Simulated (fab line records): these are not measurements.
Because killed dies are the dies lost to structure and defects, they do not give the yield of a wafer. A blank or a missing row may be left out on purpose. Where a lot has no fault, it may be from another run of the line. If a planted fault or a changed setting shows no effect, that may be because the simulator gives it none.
Chamber matching | flow n5Finfet | 4 sister chambers for N5_BEOL_M6_ETCH_65 on rieDiel-05
The step etches SiARC in CF4, target depth 15.6 nm, time 26 s. 4 wafers are shown with their chamber, then 6 later ones without.

EACH WAFER AND ITS CHAMBER
wafer  | chamber | showerheadPlenumPTorr (Torr)
L585.5 | 3       | 2.24
L588.5 | 1       | 2.26
L590.3 | 0       | 2.23
L590.6 | 2       | 2.16

WAFERS WITHOUT THEIR CHAMBER
wafer  | showerheadPlenumPTorr (Torr)
L600.1 | 2.24
L600.3 | 2.23
L600.6 | 2.15
L602.2 | 2.22
L602.3 | 2.15
L602.6 | 2.15

WHICH CHAMBER EACH WENT THROUGH
wafer  | from the rows above     | in truth
L600.1 | can't be placed: 3 or 0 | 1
L600.3 | can't be placed: 0 or 3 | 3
L600.6 | 2                       | 2
L602.2 | can't be placed: 0 or 3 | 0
L602.3 | 2                       | 2
L602.6 | 2                       | 2
Correct placement for 3 of the 6. Can't be placed from these rows: 3 (the true chamber is among the candidates in 2). Number placed wrongly: 0.
How it was worked out, from the rows above alone: a wafer's distance from a chamber is the root of the sum, over the readings, of the square of ((its reading less the chamber's mean) divided by the reading's scatter). The wafer belongs to the nearest chamber; if the next one is less than 2 further off, it can't be placed. A chamber's mean is the mean of its shown wafers. The scatter: with one shown wafer a chamber, the root of the mean of the squares of how far each hidden wafer lies from its nearest shown one.
